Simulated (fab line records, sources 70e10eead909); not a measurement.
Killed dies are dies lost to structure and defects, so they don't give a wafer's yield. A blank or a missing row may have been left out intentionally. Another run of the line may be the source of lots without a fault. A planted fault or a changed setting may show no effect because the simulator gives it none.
The tool behind it: which one?	flow nand-harc	24 lots, 72 wafers sampled, at 6 steps of a route of 1302

== WHAT EACH GAUGE READ, for each wafer ==
NHARC_A_SGD_CUT_INSPECT_25.
lot	measured	on	raw-defect-count
L074	day 18 18:28	defect-inspect-02	273 295 313
L075	day 19 13:42	defect-inspect-01	509 484 351
L076	day 20 05:58	defect-inspect-01	339 406 341
L077	day 20 06:04	defect-inspect-02	385 364 376
L078	day 20 23:47	defect-inspect-01	451 377 311
L079	day 21 11:36	defect-inspect-02	382 462 575
L080	day 22 10:13	defect-inspect-01	426 356 441
L081	day 22 10:01	defect-inspect-01	337 354 457
L082	day 22 10:01	defect-inspect-02	408 431 433
L083	day 23 17:58	defect-inspect-02	305 457 326
L085	day 23 18:00	defect-inspect-01	374 378 356
L084	day 24 08:43	defect-inspect-01	356 299 391
L086	day 24 14:59	defect-inspect-02	500 407 401
L088	day 25 16:20	defect-inspect-01	406 312 353
L087	day 25 16:16	defect-inspect-01	389 369 375
L090	day 25 19:40	defect-inspect-01	376 353 413
L089	day 25 16:18	defect-inspect-02	443 474 421
L091	day 26 17:04	defect-inspect-01	397 290 324
L093	day 27 09:09	defect-inspect-02	401 423 407
L092	day 27 09:13	defect-inspect-02	399 372 314
L094	day 27 09:13	defect-inspect-01	400 386 446
L095	day 27 20:53	defect-inspect-02	414 294 297
L097	day 28 15:36	defect-inspect-02	495 358 391
L096	day 28 15:37	defect-inspect-01	362 265 307

== TOOL THAT RAN EACH LOT (tool first, then ch and the chambers of the sampled wafers, then the start) ==
lot	NHARC_A_STAIRCASE_HM_OPEN_463	NHARC_A_STAIRCASE_STRIP_316	NHARC_A_STAIRCASE_CMP_472	NHARC_A_SGD_CUT_ETCH_15	NHARC_A_SGD_CUT_ETCHBACK_24
L074	rie-diel-01 ch 0,1,2, day 18 10:42 or earlier	rie-diel-01 ch 0,1,3, day 18 10:42 or earlier	cmp-04 ch 1,2,3, day 18 10:42	rie-diel-04 ch 1,2,3, day 18 18:13 or earlier	rie-diel-04 ch 1,2,3, day 18 18:13
L075	rie-diel-06 ch 0,2,3, day 19 05:49 or earlier	rie-diel-06 ch 0,1,2, day 19 05:49 or earlier	cmp-03 ch 2,3, day 19 05:49	rie-diel-04 ch 0,1, day 19 13:23 or earlier	rie-diel-09 ch 2,3, day 19 13:23
L076	rie-diel-06 ch 1,3, day 19 22:08 or earlier	rie-diel-06 ch 0,3, day 19 22:08 or earlier	cmp-04 ch 0,1, day 19 22:08	rie-diel-10 ch 0,1, day 20 05:44 or earlier	rie-diel-09 ch 1,2,3, day 20 05:44
L077	rie-diel-06 ch 1,2,3, day 19 22:14 or earlier	rie-diel-06 ch 0,2,3, day 19 22:14 or earlier	cmp-01 ch 0,1,2, day 19 22:14	rie-diel-04 ch 0,1,3, day 20 05:47 or earlier	rie-diel-10 ch 0,3, day 20 05:47
L078	rie-diel-06 ch 0,2,3, day 20 15:43 or earlier	rie-diel-06 ch 1,2, day 20 15:43 or earlier	cmp-01 ch 1,3, day 20 15:43	rie-diel-04 ch 0,1,2, day 20 23:33 or earlier	rie-diel-10 ch 0,3, day 20 23:33
L079	rie-diel-12 ch 1,2, day 21 03:49 or earlier	rie-diel-12 ch 0,3, day 21 03:49 or earlier	cmp-01 ch 0,1,2, day 21 03:49	rie-diel-10 ch 0,2,3, day 21 11:22 or earlier	rie-diel-04 ch 2,3, day 21 11:22
L080	rie-diel-12 ch 1,3, day 22 01:52 or earlier	rie-diel-12 ch 1,2, day 22 01:52 or earlier	cmp-01 ch 2,3, day 22 01:52	rie-diel-04 ch 0,1, day 22 09:56 or earlier	rie-diel-09 ch 2,3, day 22 09:56
L081	rie-diel-06 ch 0,1, day 22 00:14 or earlier	rie-diel-06 ch 1,2, day 22 00:14 or earlier	cmp-03 ch 0,1,2, day 22 00:14	rie-diel-10 ch 1,3, day 22 09:46 or earlier	rie-diel-04 ch 0,3, day 22 09:46
L082	rie-diel-12 ch 0,2,3, day 22 00:32 or earlier	rie-diel-12 ch 0,1, day 22 00:32 or earlier	cmp-03 ch 1,2,3, day 22 00:32	rie-diel-04 ch 0,1,2, day 22 09:46 or earlier	rie-diel-10 ch 0,2, day 22 09:46
L083	rie-diel-06 ch 0,2,3, day 23 09:31 or earlier	rie-diel-06 ch 0,1,2, day 23 09:31 or earlier	cmp-04 ch 1,3, day 23 09:31	rie-diel-09 ch 0,2,3, day 23 17:44 or earlier	rie-diel-10 ch 0,1,3, day 23 17:44
L085	rie-diel-12 ch 0,1,3, day 23 08:26 or earlier	rie-diel-12 ch 0,2,3, day 23 08:26 or earlier	cmp-04 ch 0,1,2, day 23 08:26	rie-diel-10 ch 0,1,2, day 23 17:43 or earlier	rie-diel-04 ch 0,2,3, day 23 17:43
L084	rie-diel-01 ch 1,2,3, day 23 20:14 or earlier	rie-diel-01 ch 1,2,3, day 23 20:14 or earlier	cmp-04 ch 1,2,3, day 23 20:14	rie-diel-10 ch 2,3, day 24 08:29 or earlier	rie-diel-04 ch 0,2, day 24 08:29
L086	rie-diel-01 ch 1,2, day 24 06:10 or earlier	rie-diel-01 ch 0,1,2, day 24 06:10 or earlier	cmp-04 ch 0,2,3, day 24 06:10	rie-diel-09 ch 0,2,3, day 24 14:46 or earlier	rie-diel-04 ch 0,1, day 24 14:46
L088	rie-diel-06 ch 0,1,3, day 25 08:49 or earlier	rie-diel-06 ch 0,3, day 25 08:49 or earlier	cmp-03 ch 0,3, day 25 08:49	rie-diel-09 ch 0,1,3, day 25 16:06 or earlier	rie-diel-10 ch 0,2,3, day 25 16:06
L087	rie-diel-06 ch 0,2, day 25 08:56 or earlier	rie-diel-06 ch 1,2,3, day 25 08:56 or earlier	cmp-04 ch 1,3, day 25 08:56	rie-diel-10 ch 0,2, day 25 16:02 or earlier	rie-diel-04 ch 2,3, day 25 16:02
L090	rie-diel-12 ch 0,2, day 25 11:49 or earlier	rie-diel-12 ch 1,3, day 25 11:49 or earlier	cmp-04 ch 0,2, day 25 11:49	rie-diel-09 ch 1,2, day 25 19:25 or earlier	rie-diel-09 ch 0,2, day 25 19:25
L089	rie-diel-06 ch 1,2,3, day 25 08:31 or earlier	rie-diel-06 ch 0,2, day 25 08:31 or earlier	cmp-01 ch 1,2,3, day 25 08:31	rie-diel-04 ch 1,2,3, day 25 16:02 or earlier	rie-diel-09 ch 0,1, day 25 16:02
L091	rie-diel-01 ch 0,1, day 26 09:07 or earlier	rie-diel-06 ch 1,2, day 26 09:07 or earlier	cmp-01 ch 0,3, day 26 09:07	rie-diel-09 ch 0,2,3, day 26 16:50 or earlier	rie-diel-09 ch 1,2, day 26 16:50
L093	rie-diel-01 ch 0,1,3, day 27 00:53 or earlier	rie-diel-01 ch 0,1,3, day 27 00:53 or earlier	cmp-03 ch 0,2,3, day 27 00:53	rie-diel-04 ch 0,2,3, day 27 08:55 or earlier	rie-diel-04 ch 1,2,3, day 27 08:55
L092	rie-diel-01 ch 0,1,3, day 27 02:06 or earlier	rie-diel-01 ch 0,1,2, day 27 02:06 or earlier	cmp-04 ch 1,2,3, day 27 02:06	rie-diel-04 ch 0,1,3, day 27 08:58 or earlier	rie-diel-09 ch 1,2,3, day 27 08:58
L094	rie-diel-01 ch 0,2,3, day 27 01:08 or earlier	rie-diel-01 ch 0,1,3, day 27 01:08 or earlier	cmp-04 ch 1,2,3, day 27 01:08	rie-diel-09 ch 0,1,2, day 27 08:58 or earlier	rie-diel-10 ch 0,2,3, day 27 08:58
L095	rie-diel-01 ch 1,2,3, day 27 11:11 or earlier	rie-diel-01 ch 2,3, day 27 11:11 or earlier	cmp-04 ch 1,3, day 27 11:11	rie-diel-10 ch 0,1,3, day 27 20:36 or earlier	rie-diel-10 ch 0,1, day 27 20:36
L097	rie-diel-12 ch 0,1,2, day 28 07:29 or earlier	rie-diel-12 ch 0,2, day 28 07:29 or earlier	cmp-01 ch 0,3, day 28 07:29	rie-diel-04 ch 0,3, day 28 15:23 or earlier	rie-diel-10 ch 1,2,3, day 28 15:23
L096	rie-diel-12 ch 1,2,3, day 28 07:49 or earlier	rie-diel-12 ch 0,1,2, day 28 07:49 or earlier	cmp-01 ch 0,1,3, day 28 07:49	rie-diel-09 ch 1,3, day 28 15:25 or earlier	rie-diel-09 ch 1,2,3, day 28 15:25
- NHARC_A_STAIRCASE_HM_OPEN_463: chemistry O2/COS.
- NHARC_A_STAIRCASE_STRIP_316: strips in O2.
- NHARC_A_STAIRCASE_CMP_472: polishes SiO2.
- NHARC_A_SGD_CUT_ETCH_15: etches the open film in CH3F/O2, target depth 75 nm, time 64.3 s.
- NHARC_A_SGD_CUT_ETCHBACK_24: etches the open film in CH3F/O2, target depth 50 nm, time 92.857 s.

== WHAT THE TOOLS THEMSELVES READ (means of the sampled wafers that have a number; where no wafer has one, the mark that the record gives instead) ==
NHARC_A_STAIRCASE_HM_OPEN_463.
lot	tool	drypump-motor-current-A (A)	oes-product-au (a.u.)	rf-vpp-V (V)	showerhead-plenum-p-Torr (Torr)	throttle-valve-pct (%)
L074	rie-diel-01	5.8	1.008	464	3.01	28.329
L075	rie-diel-06	5.5	1.002	467	3.12	28.331
L076	rie-diel-06	5.8	1.006	466	3.09	28.342
L077	rie-diel-06	5.5	1.004	469	3.16	28.331
L078	rie-diel-06	5.5	1.007	467	3.11	28.322
L079	rie-diel-12	5.9	0.997	467	3.14	28.330
L080	rie-diel-12	5.8	1.006	471	3.27	28.331
L081	rie-diel-06	5.7	1.000	465	3.07	28.326
L082	rie-diel-12	6.0	0.999	470	3.23	28.332
L083	rie-diel-06	5.5	1.008	467	3.10	28.326
L085	rie-diel-12	5.8	0.993	471	3.31	28.326
L084	rie-diel-01	5.9	1.004	466	3.05	28.327
L086	rie-diel-01	6.2	1.016	463	2.92	28.323
L088	rie-diel-06	5.7	1.003	465	3.03	28.322
L087	rie-diel-06	5.4	1.016	467	3.10	28.327
L090	rie-diel-12	6.1	1.002	467	3.09	28.339
L089	rie-diel-06	5.5	1.004	467	3.14	28.329
L091	rie-diel-01	5.7	1.003	466	3.06	28.326
L093	rie-diel-01	5.9	1.006	467	3.13	28.332
L092	rie-diel-01	5.9	1.000	468	3.13	28.328
L094	rie-diel-01	5.6	0.996	470	3.27	28.339
L095	rie-diel-01	6.0	1.005	467	3.20	28.336
L097	rie-diel-12	6.0	0.989	468	3.16	28.329
L096	rie-diel-12	5.9	1.008	469	3.17	28.325

NHARC_A_STAIRCASE_STRIP_316.
lot	tool	drypump-motor-current-A (A)	oes-product-au (a.u.)	rf-vpp-V (V)	showerhead-plenum-p-Torr (Torr)	throttle-valve-pct (%)
L074	rie-diel-01	5.9	0.995	58.3	3.56	17.038
L075	rie-diel-06	5.4	1.007	58.1	3.56	17.034
L076	rie-diel-06	5.7	1.006	57.5	3.40	17.041
L077	rie-diel-06	5.5	1.002	58.0	3.52	17.025
L078	rie-diel-06	5.3	1.005	58.1	3.67	17.034
L079	rie-diel-12	5.8	1.006	57.0	3.44	17.033
L080	rie-diel-12	6.1	0.997	56.5	3.47	17.047
L081	rie-diel-06	5.2	1.012	58.0	3.67	17.037
L082	rie-diel-12	5.8	0.988	57.8	3.68	17.038
L083	rie-diel-06	5.4	1.008	57.6	3.55	17.043
L085	rie-diel-12	6.0	1.006	57.5	3.65	17.035
L084	rie-diel-01	6.0	1.000	57.9	3.45	17.041
L086	rie-diel-01	5.8	1.006	58.4	3.38	17.045
L088	rie-diel-06	5.8	1.004	58.0	3.38	17.040
L087	rie-diel-06	5.5	0.997	57.7	3.54	17.036
L090	rie-diel-12	5.8	1.005	58.3	3.73	17.036
L089	rie-diel-06	5.2	1.006	58.5	3.61	17.037
L091	rie-diel-06	5.5	1.001	57.3	3.58	17.044
L093	rie-diel-01	5.9	0.999	58.4	3.53	17.031
L092	rie-diel-01	5.8	1.001	58.4	3.55	17.035
L094	rie-diel-01	5.9	1.002	57.1	3.53	17.035
L095	rie-diel-01	5.8	0.997	57.8	3.76	17.039
L097	rie-diel-12	6.0	0.988	58.4	3.61	17.034
L096	rie-diel-12	6.0	0.993	57.6	3.57	17.035

NHARC_A_STAIRCASE_CMP_472.
lot	tool	motor-current-A (A)
L074	cmp-04	12.5
L075	cmp-03	11.9
L076	cmp-04	12.0
L077	cmp-01	10.9
L078	cmp-01	10.6
L079	cmp-01	11.1
L080	cmp-01	10.8
L081	cmp-03	11.4
L082	cmp-03	11.6
L083	cmp-04	13.7
L085	cmp-04	11.2
L084	cmp-04	12.1
L086	cmp-04	12.6
L088	cmp-03	12.3
L087	cmp-04	12.9
L090	cmp-04	11.5
L089	cmp-01	11.1
L091	cmp-01	10.8
L093	cmp-03	12.1
L092	cmp-04	12.7
L094	cmp-04	12.4
L095	cmp-04	13.7
L097	cmp-01	10.6
L096	cmp-01	10.7

NHARC_A_SGD_CUT_ETCH_15.
lot	tool	drypump-motor-current-A (A)	oes-product-au (a.u.)	rf-vpp-V (V)	showerhead-plenum-p-Torr (Torr)	throttle-valve-pct (%)
L074	rie-diel-04	5.6	0.971	265.0	2.51	20.662
L075	rie-diel-04	6.3	0.936	265.0	2.56	20.664
L076	rie-diel-10	5.0	0.933	263.1	2.40	20.657
L077	rie-diel-04	5.8	0.975	265.6	2.56	20.662
L078	rie-diel-04	5.8	0.968	263.7	2.48	20.666
L079	rie-diel-10	5.1	0.940	264.1	2.43	20.660
L080	rie-diel-04	6.0	0.982	264.3	2.53	20.670
L081	rie-diel-10	5.1	0.949	261.9	2.31	20.657
L082	rie-diel-04	5.8	0.973	264.3	2.48	20.660
L083	rie-diel-09	5.9	0.973	264.4	2.53	20.664
L085	rie-diel-10	5.1	0.969	262.8	2.44	20.662
L084	rie-diel-10	5.1	0.961	262.3	2.38	20.665
L086	rie-diel-09	5.9	0.947	264.6	2.53	20.669
L088	rie-diel-09	5.9	0.946	263.5	2.50	20.663
L087	rie-diel-10	5.1	0.963	264.6	2.47	20.661
L090	rie-diel-09	5.8	0.965	264.7	2.51	20.659
L089	rie-diel-04	5.6	0.978	264.5	2.51	20.654
L091	rie-diel-09	5.9	0.945	265.1	2.53	20.666
L093	rie-diel-04	5.4	0.980	264.7	2.48	20.659
L092	rie-diel-04	5.8	0.971	265.0	2.55	20.661
L094	rie-diel-09	5.8	0.976	264.9	2.54	20.668
L095	rie-diel-10	5.1	0.969	262.8	2.35	20.662
L097	rie-diel-04	5.4	0.972	265.5	2.55	20.663
L096	rie-diel-09	6.0	0.951	264.0	2.46	20.669

NHARC_A_SGD_CUT_ETCHBACK_24.
lot	tool	drypump-motor-current-A (A)	oes-product-au (a.u.)	rf-vpp-V (V)	showerhead-plenum-p-Torr (Torr)	throttle-valve-pct (%)
L074	rie-diel-04	5.6	0.93	245.4	2.51	20.656
L075	rie-diel-09	6.0	1.00	245.6	2.54	20.664
L076	rie-diel-09	5.9	0.97	244.4	2.50	20.669
L077	rie-diel-10	5.0	1.00	242.9	2.34	20.654
L078	rie-diel-10	5.0	0.91	242.6	2.34	20.670
L079	rie-diel-04	5.2	1.01	244.4	2.43	20.661
L080	rie-diel-09	6.0	1.00	245.4	2.54	20.656
L081	rie-diel-04	5.4	0.93	245.7	2.56	20.668
L082	rie-diel-10	5.1	1.00	244.3	2.47	20.654
L083	rie-diel-10	5.1	1.00	242.3	2.36	20.666
L085	rie-diel-04	5.4	1.01	245.6	2.48	20.666
L084	rie-diel-04	5.6	0.99	245.1	2.45	20.665
L086	rie-diel-04	6.2	0.98	245.1	2.55	20.670
L088	rie-diel-10	5.1	0.99	244.5	2.43	20.664
L087	rie-diel-04	5.2	1.00	244.6	2.51	20.664
L090	rie-diel-09	5.8	0.98	246.1	2.57	20.661
L089	rie-diel-09	5.7	1.01	246.1	2.51	20.653
L091	rie-diel-09	5.8	0.93	245.2	2.51	20.656
L093	rie-diel-04	5.6	0.93	245.6	2.50	20.663
L092	rie-diel-09	6.0	0.93	244.4	2.50	20.670
L094	rie-diel-10	5.1	1.00	243.5	2.43	20.665
L095	rie-diel-10	5.1	0.94	243.5	2.36	20.663
L097	rie-diel-10	5.1	0.99	243.6	2.39	20.667
L096	rie-diel-09	5.9	0.93	244.8	2.50	20.665

== THE ANSWER, worked out from the rows above alone ==
Rule: what is usual is taken from the lots themselves. Put in order of their means at a reading, lots are off if they are a third of the lots or fewer, leave a main group of 4 or more, and stand apart from it by a gap of 3 or more times the standard deviation of the main group's means; of several such gaps the widest counts. A main group whose means are all the same, to the digits that the tables above print for the reading, isn't used. Also off: a lot with no number at a reading for which 4 or more lots have one. All remaining lots with rows at the step are treated as sound. First the gauges in route order, then the tools' own readings, where a lot's mean is used as printed above. The first step at which some lot is off is used, and at that step the reading that is off furthest; a lot without a number counts as furthest.
Nothing can be told from this: no lot is off at any reading shown.

== WHAT THE SIMULATOR HAD PUT IN ==
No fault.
